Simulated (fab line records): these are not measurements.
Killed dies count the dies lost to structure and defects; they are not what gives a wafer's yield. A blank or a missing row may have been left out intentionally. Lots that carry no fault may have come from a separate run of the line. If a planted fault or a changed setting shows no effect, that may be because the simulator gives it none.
fab line records    flow nand-harc    part 1 of 2: steps 1 to 39 of 40
record lots=6  wafers=18  last-day=34
route steps=1302 shown P_M1@297 P_M2@318 END@1302
lots that met no fault: taken from a fault-free run of the same line
start-h: hours from the record's first day to the start of the lot's first wafer shown    wait-h: hours elapsed since this lot's preceding step    " unchanged from the row above    L1.1+2: one row covering several wafers at once    - no value, or no start was given    * or withheld: withheld    < > ~ a bound
route shown NAME@n: names a module that has steps shown in the file, with the first one's number in the route    usual: average and standard deviation across the fault-free wafers    same: alike in all rows    chamber/n: place in a boat    sites: per-site readings    _std_site: standard deviation of those values    _edge_site: outer sites' mean less inner sites'    radius-mm: for every site, how far away it sits from the centre of the wafer    mask NAME#n: copy n    behind: tool/chamber where the wafer was last shaped    hold: the reason the lot was held/the length of the hold in hours/how it ended    device: transistor that didn't switch, given as n, p or np    end of line: the same wafers' tests at the end of the route    for a step that has no rows: nothing shown but its recipe    killed: dies lost to structure and defects at the first sort, not the wafer's yield    map: shows each die of a wafer: x if killed, . if not, _ if none is there
set.NAME: setting as actually run; set.NAME@STEP: the setting as run at that earlier step    model.NAME: the simulator's own value behind a step, which no gauge read
certain route steps with their lots: each step a table, each wafer a row
services: when a tool's chamber went out of use (start-h, in hours from the record's first day, below 0 if earlier), for how many hours, and the reason
## steps
# step NHARC_P_M1_INSPECT_11
# usual raw-defect-count=4.2/2.3
lot.wafer  tool               chamber  start-h  wait-h  raw-defect-count
L787.2     defect-inspect-01  -        216.12   0.0     3
L787.3     "                  -        "        "       2
L787.5     "                  -        "        "       5
L789.4     defect-inspect-01  -        233.12   0.0     3
L789.5     "                  -        "        "       3
L789.6     "                  -        "        "       5
L792.1     defect-inspect-01  -        274.16   0.0     3
L792.3     "                  -        "        "       1
L792.6     "                  -        "        "       4
L798.1     defect-inspect-02  -        325.68   0.0     6
L798.3     "                  -        "        "       2
L798.5     "                  -        "        "       7
L799.1     defect-inspect-02  -        337.14   0.0     1
L799.3     "                  -        "        "       2
L799.5     "                  -        "        "       5
L801.1     defect-inspect-02  -        358.80   0.0     4
L801.3     "                  -        "        "       2
L801.5     "                  -        "        "       1
# step NHARC_P_M1_DESCUM_14
# recipe time-s=3  o2-flow-sccm=200  ar-flow-sccm=0  bias-power-w=0  chemistry=O2
# step NHARC_P_M1_ETCH_35
# recipe target-depth-a=400  overetch-a=120  time-s=43.94  ion-energy-ev=200  n2-flow-sccm=150  h2-flow-sccm=150  ar-flow-sccm=0  rf-w=400  bias-w=150  chemistry=N2/H2
# step NHARC_P_M1_ETCH_15
# recipe target-depth-a=1825  time-s=91.2  c4f8-flow-sccm=withheld  ar-flow-sccm=400  rf-w=600  bias-w=300  chemistry=C4F8/Ar
# step NHARC_P_M1_CD_MEAS_16
# usual cd-nm=129.9/0.55
lot.wafer  tool       chamber  start-h  wait-h  cd-nm
L787.2     cd-sem-01  -        216.49   -       131.4
L787.3     "          -        "        "       130.7
L787.5     "          -        "        "       129.6
L789.4     cd-sem-01  -        233.49   -       128.7
L789.5     "          -        "        "       129.4
L789.6     "          -        "        "       129.7
L792.1     cd-sem-03  -        274.52   -       129.8
L792.3     "          -        "        "       129.4
L792.6     "          -        "        "       130.4
L798.1     cd-sem-02  -        326.05   -       129.3
L798.3     "          -        "        "       129.6
L798.5     "          -        "        "       130.2
L799.1     cd-sem-01  -        337.51   -       130.1
L799.3     "          -        "        "       130.0
L799.5     "          -        "        "       130.2
L801.1     cd-sem-02  -        359.22   -       130.1
L801.3     "          -        "        "       129.6
L801.5     "          -        "        "       129.4
# step NHARC_P_M1_STRIP_18
# recipe power-w=1000  n2-flow-sccm=150  h2-flow-sccm=150  ar-flow-sccm=0  bias-w=0  chemistry=N2/H2
# usual drypump-motor-current-A=5.7/0.5  oes-product-au=1.000/0.0074  rf-vpp-V=90.4/1  showerhead-plenum-p-Torr=2.00/0.1  throttle-valve-pct=14.171/0.009
# same bias-w=0
lot.wafer  tool         chamber  start-h  wait-h  drypump-motor-current-A  oes-product-au  rf-hours-counter-h  rf-vpp-V  showerhead-plenum-p-Torr  throttle-valve-pct
L787.3     rie-diel-06  2        216.56   0.1     6.1                      0.997           29                  90.8      2.18                      14.172
L787.2     "            1        "        "       6.3                      1.013           31                  89.5      1.96                      14.180
L787.5     "            2        "        "       6.2                      0.997           -                   92.5      2.18                      14.170
L789.4     rie-diel-10  2        233.59   0.1     5.8                      1.006           10                  90.4      1.90                      14.169
L789.5     "            1        "        "       5.2                      1.000           -                   90.0      2.12                      14.153
L789.6     "            2        "        "       5.8                      1.001           -                   89.7      1.90                      14.175
L792.1     rie-diel-10  3        274.62   0.1     6.3                      1.010           1                   90.6      1.90                      14.169
L792.3     "            1        "        "       5.1                      1.001           1                   89.9      2.12                      14.196
L792.6     "            2        "        "       5.7                      0.997           -                   91.1      1.90                      14.166
L798.1     rie-diel-10  0        326.15   0.1     6.6                      1.007           5                   89.5      1.94                      14.188
L798.3     "            2        "        "       5.7                      0.998           4                   89.4      1.90                      14.173
L798.5     "            0        "        "       6.6                      0.991           -                   89.6      1.94                      14.182
L799.3     rie-diel-10  0        337.58   0.1     6.6                      0.995           6                   90.3      1.94                      14.164
L799.1     "            1        "        "       5.2                      0.993           5                   90.7      2.12                      14.185
L799.5     "            2        "        "       5.8                      0.993           -                   88.6      1.90                      14.170
L801.3     rie-diel-05  2        359.30   0.1     5.7                      0.998           9                   90.4      2.07                      14.173
L801.1     "            3        "        "       5.8                      0.996           9                   90.5      2.02                      14.162
L801.5     "            2        "        "       5.7                      1.005           -                   91.9      2.07                      14.174
# step NHARC_P_M1_ETCH_28
# recipe target-depth-a=300  over-etch-frac=0.3  time-s=72.99  ion-energy-ev=150  cf4-flow-sccm=50  n2-flow-sccm=100  ar-flow-sccm=150  rf-w=300  bias-w=100  chemistry=CF4/N2
# step NHARC_P_M1_STRIP_19
# recipe time-s=600  temp-c=30  chemistry=post-etch-residue-remover
# step NHARC_P_M1_DEGAS_29
# recipe temp-c=250  time-s=60
# step NHARC_P_M1_PRE_CLEAN_30
# recipe time-s=30  temp-c=280  gas=H2/He
# step NHARC_P_M1_PVD_20
# recipe target-thk-a=50  bias-v=168.6  power-w=15000  chamber-pressure-pa=0.12  time-s=8.06  substrate-temp-c=50  material=TaN
# step NHARC_P_M1_PVD_21
# recipe target-thk-a=300  chamber-pressure-pa=5  power-w=5000  substrate-temp-c=30  time-s=20.49  material=Cu
# step NHARC_P_M1_ECD_22
# recipe target-thk-a=4000  bath-temp-c=25  material=Cu
lot.wafer   tool       chamber  start-h  wait-h
L787.2+3+5  ecd-cu-02  1,0,1    217.61   -
L789.4+5+6  ecd-cu-02  1,1,0    234.83   -
L792.1+3+6  ecd-cu-01  0,0,1    275.59   -
L798.1+3+5  ecd-cu-02  0,1,0    327.18   -
L799.1+3+5  ecd-cu-02  0,1,1    338.71   -
L801.1+3+5  ecd-cu-01  1        360.35   -
# step NHARC_P_M1_ANNEAL_31
# recipe temp-c=225  time-s=90
# step NHARC_P_M1_CMP_23
# recipe t-overpolish-s=20  target-thk-nm=157.82
# usual motor-current-A=12.6/1.3  time-to-endpoint-s=29.0/2.2
lot.wafer  tool    chamber  start-h  wait-h  motor-current-A  time-to-endpoint-s
L787.3     cmp-02  3        218.34   -       12.4             25.6
L787.2     "       0        "        "       11.5             34.1
L787.5     "       1        "        "       12.3             30.9
L789.4     cmp-03  2        235.53   -       14.2             30.5
L789.6     "       0        "        "       12.0             32.2
L789.5     "       1        "        "       11.3             30.2
L792.1     cmp-02  1        276.44   -       12.1             28.4
L792.3     "       2        "        "       13.2             31.9
L792.6     "       3        "        "       11.2             27.2
L798.1     cmp-02  2        328.01   -       12.9             30.1
L798.3     "       0        "        "       11.4             32.0
L798.5     "       1        "        "       12.6             29.1
L799.1     cmp-02  2        339.44   -       13.4             31.6
L799.3     "       3        "        "       11.4             29.3
L799.5     "       1        "        "       12.6             29.6
L801.1     cmp-02  2        361.06   -       13.3             29.5
L801.3     "       0        "        "       11.5             29.8
L801.5     "       2        "        "       13.1             29.6
# step NHARC_P_M1_THK_MEAS_24
# recipe thk-meas-gauge=xrf
# usual thk-nm=157.9/1.2
lot.wafer  tool           chamber  start-h  wait-h  thk-nm
L787.2     film-metro-01  -        218.60   -       157.9
L787.3     "              -        "        "       157.9
L787.5     "              -        "        "       156.9
L789.4     film-metro-02  -        235.79   -       160.4
L789.5     "              -        "        "       156.7
L789.6     "              -        "        "       158.1
L792.1     film-metro-01  -        276.70   -       157.7
L792.3     "              -        "        "       159.2
L792.6     "              -        "        "       157.0
L798.1     film-metro-01  -        328.30   -       158.3
L798.3     "              -        "        "       156.7
L798.5     "              -        "        "       157.8
L799.1     film-metro-02  -        339.69   -       157.0
L799.3     "              -        "        "       157.9
L799.5     "              -        "        "       159.3
L801.1     film-metro-02  -        361.34   -       158.1
L801.3     "              -        "        "       158.8
L801.5     "              -        "        "       158.3
# step NHARC_P_M1_SRD_25
# step NHARC_P_M1_PRE_CLEAN_32
# recipe time-s=12  temp-c=370  rf-power-w=300  gas=NH3
# step NHARC_P_M1_DEP_33
# recipe target-thk-a=300  temp-c=370  target-thk-nm=30  pressure-torr=3  flow-sccm=200  rf-w=450  material=SiCN
# usual chamber-pressure-Torr=3.000/0.0066  heater-power-w=551/79  showerhead-vpp-V=1331/52
lot.wafer  tool      chamber  start-h  wait-h  chamber-pressure-Torr  heater-power-w  showerhead-vpp-V
L787.3     pecvd-03  2        218.90   0.1     3.000                  673             1344
L787.2     "         1        "        "       2.994                  538             1262
L787.5     "         2        "        "       3.017                  690             1338
L789.5     pecvd-01  1        236.22   0.2     3.001                  648             1272
L789.4     "         2        "        "       2.989                  473             1395
L789.6     "         0        "        "       3.002                  602             1405
L792.1     pecvd-02  0        277.00   0.1     3.008                  458             1262
L792.3     "         1        "        "       2.986                  442             1259
L792.6     "         0        "        "       3.005                  457             1267
L798.1     pecvd-01  1        328.62   0.1     3.005                  649             1290
L798.3     "         2        "        "       3.015                  496             1383
L798.5     "         0        "        "       3.012                  609             1405
L799.1     pecvd-02  0        340.00   0.1     2.986                  460             1290
L799.3     "         2        "        "       3.005                  550             1340
L799.5     "         1        "        "       2.994                  459             1261
L801.3     pecvd-01  2        361.69   0.1     3.004                  461             1390
L801.1     "         0        "        "       3.003                  490             1401
L801.5     "         1        "        "       2.990                  663             1269
# step NHARC_P_M2_DEP_00
# recipe target-thk-a=1825  target-thk-nm=182.5  temp-c=withheld  pressure-torr=5  flow-sccm=200  rf-w=600  material=SiOC
# step NHARC_P_M2_DEHYDRATE_01
# recipe temp-c=150  time-s=120
# step NHARC_P_M2_HMDS_02
# recipe time-s=30
# step NHARC_P_M2_COAT_34
# recipe temp-c=200  time-s=65
# step NHARC_P_M2_COAT_03
# recipe spin-rpm=1500  resist-thk-nm=90
# step NHARC_P_M2_SOFTBAKE_04
# recipe temp-c=105  time-s=55
# step NHARC_P_M2_EBR_05
# step NHARC_P_M2_EXPOSE_06
# recipe na=1.35  target-cd-nm=170  dose-mj=80.78  mask-id=P_M2
# step NHARC_P_M2_PEB_07
# recipe peb-temp-c=100  peb-time-s=65
# step NHARC_P_M2_DEVELOP_08
# recipe develop-time-s=35  dev-temp-c=23
# step NHARC_P_M2_CD_MEAS_09
# recipe target-cd-nm=170  landing-energy-ev=500
# usual cd-nm=169.9/0.45
lot.wafer  tool       chamber  start-h  wait-h  cd-nm
L787.2     cd-sem-02  0        220.15   -       170.5
L787.3     "          0        "        "       170.8
L787.5     "          0        "        "       169.3
L789.4     cd-sem-03  0        237.33   -       170.2
L789.5     "          0        "        "       170.2
L789.6     "          0        "        "       169.6
L792.1     cd-sem-01  0        278.25   -       170.0
L792.3     "          0        "        "       169.2
L792.6     "          0        "        "       170.2
L798.1     cd-sem-03  0        329.86   -       170.0
L798.3     "          0        "        "       169.5
L798.5     "          0        "        "       170.3
L799.1     cd-sem-03  0        341.25   -       169.9
L799.3     "          0        "        "       169.4
L799.5     "          0        "        "       169.1
L801.1     cd-sem-02  0        362.76   -       169.6
L801.3     "          0        "        "       169.3
L801.5     "          0        "        "       169.7
# step NHARC_P_M2_OVL_MEAS_10
# recipe pitch-nm=340
# usual overlay-x-nm=-0.1/0.87  overlay-y-nm=0.0/1
lot.wafer  tool        chamber  start-h  wait-h  overlay-x-nm  overlay-y-nm
L787.2     overlay-02  -        220.23   -       -0.8          1.9
L787.3     "           -        "        "       -0.6          1.7
L787.5     "           -        "        "       -0.7          1.5
L789.4     overlay-01  -        237.41   -       -0.2          -0.3
L789.5     "           -        "        "       0.3           -0.1
L789.6     "           -        "        "       0.3           -0.2
L792.1     overlay-01  -        278.34   -       0.8           -0.2
L792.3     "           -        "        "       0.5           0.2
L792.6     "           -        "        "       1.3           -0.3
L798.1     overlay-01  -        329.95   -       -1.5          -1.1
L798.3     "           -        "        "       -1.0          -1.3
L798.5     "           -        "        "       -0.7          -0.2
L799.1     overlay-01  -        341.33   -       0.4           0.4
L799.3     "           -        "        "       0.7           0.0
L799.5     "           -        "        "       0.0           0.0
L801.1     overlay-02  -        362.85   -       1.4           0.0
L801.3     "           -        "        "       1.5           0.1
L801.5     "           -        "        "       1.5           0.0
# step NHARC_P_M2_DESCUM_14
# recipe time-s=3  o2-flow-sccm=200  ar-flow-sccm=0  bias-power-w=0  chemistry=O2
# step NHARC_P_M2_ETCH_35
# recipe target-depth-a=400  overetch-a=120  time-s=43.94  ion-energy-ev=200  n2-flow-sccm=150  h2-flow-sccm=150  ar-flow-sccm=0  rf-w=400  bias-w=150  chemistry=N2/H2
# step NHARC_P_M2_ETCH_15
# recipe target-depth-a=1825  time-s=91.2  c4f8-flow-sccm=withheld  ar-flow-sccm=400  rf-w=600  bias-w=300  chemistry=C4F8/Ar
# step NHARC_P_M2_CD_MEAS_16
# usual cd-nm=169.6/0.59
lot.wafer  tool       chamber  start-h  wait-h  cd-nm
L787.2     cd-sem-03  -        220.67   -       169.1
L787.3     "          -        "        "       169.7
L787.5     "          -        "        "       168.7
L789.4     cd-sem-02  -        237.83   -       169.7
L789.5     "          -        "        "       170.0
L789.6     "          -        "        "       169.7
L792.1     cd-sem-01  -        278.74   -       169.0
L792.3     "          -        "        "       168.8
L792.6     "          -        "        "       169.2
L798.1     cd-sem-02  -        330.36   -       169.4
L798.3     "          -        "        "       169.0
L798.5     "          -        "        "       169.2
L799.1     cd-sem-03  -        341.78   -       169.4
L799.3     "          -        "        "       168.7
L799.5     "          -        "        "       168.5
L801.1     cd-sem-03  -        363.25   -       169.8
L801.3     "          -        "        "       168.9
L801.5     "          -        "        "       169.4
# step NHARC_P_M2_STRIP_18
# recipe power-w=1000  n2-flow-sccm=150  h2-flow-sccm=150  ar-flow-sccm=0  bias-w=0  chemistry=N2/H2
# usual drypump-motor-current-A=5.9/0.34  oes-product-au=0.997/0.0072  rf-vpp-V=90.5/0.95  showerhead-plenum-p-Torr=2.01/0.085  throttle-valve-pct=14.171/0.009
# same bias-w=0
lot.wafer  tool         chamber  start-h  wait-h  drypump-motor-current-A  oes-product-au  rf-hours-counter-h  rf-vpp-V  showerhead-plenum-p-Torr  throttle-valve-pct
L787.2     rie-diel-13  2        220.74   0.1     5.2                      0.987           2.2                 91.0      1.90                      14.173
L787.3     "            1        "        "       6.1                      0.995           1.9                 90.1      2.06                      14.165
L787.5     "            3        "        "       6.2                      0.988           -                   90.0      1.97                      14.162
L789.4     rie-diel-04  3        237.90   0.1     5.7                      1.009           2.3                 90.2      1.98                      14.184
L789.6     "            3        "        "       5.7                      1.005           -                   90.5      1.98                      14.178
L789.5     "            0        "        "       5.7                      1.005           -                   90.7      2.04                      14.190
L792.3     rie-diel-04  3        278.87   0.1     5.8                      1.010           5.2                 89.8      1.97                      14.178
L792.1     "            0        "        "       5.8                      0.996           6.6                 90.6      2.04                      14.181
L792.6     "            1        "        "       5.5                      0.991           -                   90.7      1.89                      14.153
L798.1     rie-diel-04  0        330.46   0.1     5.8                      1.010           9.4                 90.1      2.04                      14.152
L798.3     "            1        "        "       5.6                      0.997           8.9                 88.7      1.89                      14.169
L798.5     "            0        "        "       5.7                      1.002           -                   90.4      2.04                      14.163
L799.3     rie-diel-02  3        341.88   0.1     5.4                      1.001           3.6                 90.8      1.91                      14.192
L799.1     "            1        "        "       6.0                      1.003           3.4                 91.0      2.19                      14.177
L799.5     "            3        "        "       5.4                      1.003           -                   90.7      1.91                      14.158
L801.3     rie-diel-02  1        363.36   0.1     6.0                      0.995           4.6                 91.4      2.19                      14.186
L801.1     "            2        "        "       5.7                      1.001           4.7                 90.8      2.01                      14.167
L801.5     "            1        "        "       6.0                      0.997           -                   91.0      2.19                      14.172
# step NHARC_P_M2_ETCH_28
# recipe target-depth-a=300  over-etch-frac=0.3  time-s=72.99  ion-energy-ev=150  cf4-flow-sccm=50  n2-flow-sccm=100  ar-flow-sccm=150  rf-w=300  bias-w=100  chemistry=CF4/N2
# usual bias-w=100.0/0.33  drypump-motor-current-A=5.9/0.35  oes-product-au=1.001/0.0074  rf-vpp-V=313.5/1.9  showerhead-plenum-p-Torr=2.59/0.1  throttle-valve-pct=19.793/0.0085
lot.wafer  tool         chamber  start-h  wait-h  bias-w  drypump-motor-current-A  oes-product-au  rf-hours-counter-h  rf-vpp-V  showerhead-plenum-p-Torr  throttle-valve-pct
L787.3     rie-diel-13  1        -        -       99.7    6.1                      1.000           1.9                 316.1     2.65                      19.795
L787.2     "            3        "        "       99.6    6.2                      0.994           2.2                 314.1     2.55                      19.801
L787.5     "            0        "        "       99.6    5.9                      0.986           -                   315.1     2.71                      19.797
L789.4     rie-diel-04  0        -        -       100.5   5.7                      1.003           3.4                 314.8     2.63                      19.811
L789.5     "            0        "        "       99.9    5.7                      1.010           -                   313.9     2.63                      19.795
L789.6     "            1        "        "       100.1   5.6                      0.999           -                   310.7     2.45                      19.799
L792.1     rie-diel-04  0        -        -       100.2   5.7                      1.013           6.7                 314.0     2.63                      19.793
L792.3     "            1        "        "       99.3    5.5                      1.006           6.4                 311.9     2.45                      19.795
L792.6     "            2        "        "       100.4   6.4                      0.996           -                   312.7     2.56                      19.796
L798.1     rie-diel-04  0        -        -       99.8    5.8                      1.009           9.5                 312.7     2.63                      19.792
L798.3     "            1        "        "       100.2   5.5                      0.993           8.9                 311.6     2.45                      19.795
L798.5     "            0        "        "       100.1   5.8                      1.001           -                   314.3     2.63                      19.784
L799.1     rie-diel-02  1        -        -       99.9    6.0                      1.001           3.4                 317.5     2.80                      19.799
L799.3     "            2        "        "       99.5    5.8                      1.001           3.8                 312.6     2.59                      19.805
L799.5     "            0        "        "       99.8    6.3                      1.002           -                   315.5     2.70                      19.790
L801.3     rie-diel-02  0        -        -       99.9    6.3                      1.006           4.3                 314.9     2.70                      19.793
L801.1     "            1        "        "       99.5    6.0                      1.004           4.6                 316.3     2.80                      19.788
L801.5     "            0        "        "       99.7    6.3                      1.000           -                   315.2     2.70                      19.793
# step NHARC_P_M2_STRIP_19
# recipe time-s=600  temp-c=30  chemistry=post-etch-residue-remover
# step NHARC_P_M2_DEGAS_29
# recipe temp-c=250  time-s=60
